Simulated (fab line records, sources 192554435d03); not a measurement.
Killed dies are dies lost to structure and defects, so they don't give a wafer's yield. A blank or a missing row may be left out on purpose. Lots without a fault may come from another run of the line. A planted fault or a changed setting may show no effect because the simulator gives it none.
Chamber matching | flow n5_finfet | N5_BEOL_M5_CURE_80 on uv_cure-02: 3 sister chambers
The step cures SiCOH lowk, time 120 s. 6 wafers are shown with their chamber, then 9 later ones without.

WAFERS WITH THEIR CHAMBER
wafer  | chamber | wafer_temp_C_max | lamp_power_pct (%)
L086.3 | 2       | 371.4            | 52.31
L086.5 | 2       | 371.0            | 52.39
L095.5 | 0       | 371.6            | 52.26
L095.6 | 0       | 372.3            | 52.23
L094.5 | 1       | 371.3            | 52.29
L094.6 | 1       | 370.8            | 52.37

WAFERS WITHOUT THEIR CHAMBER
wafer  | wafer_temp_C_max | lamp_power_pct (%)
L096.1 | 371.2            | 52.28
L096.2 | 371.0            | 52.36
L096.5 | 371.2            | 52.20
L097.1 | 372.1            | 52.25
L097.2 | 371.8            | 52.33
L097.6 | 372.3            | 52.31
L097.3 | 371.9            | 52.30
L097.4 | 372.6            | 52.20
L097.5 | 372.0            | 52.33

WHICH CHAMBER EACH WENT THROUGH
wafer  | from the rows above          | in truth
L096.1 | can't be placed: 1 or 2 or 0 | 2
L096.2 | can't be placed: 2 or 1      | 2
L096.5 | can't be placed: 0 or 1 or 2 | 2
L097.1 | 0                            | 0
L097.2 | can't be placed: 2 or 0 or 1 | 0
L097.6 | can't be placed: 0 or 2 or 1 | 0
L097.3 | can't be placed: 0 or 2 or 1 | 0
L097.4 | 0                            | 0
L097.5 | can't be placed: 0 or 2 or 1 | 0
Placed correctly: 2 of 9. Can't be placed from these rows: 7 (the true chamber is among the candidates in 7). Placed wrongly: 0.
How it was worked out, from the rows above alone: a wafer's distance from a chamber is the root of the sum, over the readings, of the square of ((its reading less the chamber's mean) divided by the reading's scatter). The wafer belongs to the nearest chamber; if the next one is less than 2 further off, it can't be placed. A chamber's mean is the mean of its shown wafers. The scatter: the root of (the sum of the squares of (reading less its chamber's mean) over the shown wafers, divided by (wafers less chambers)).
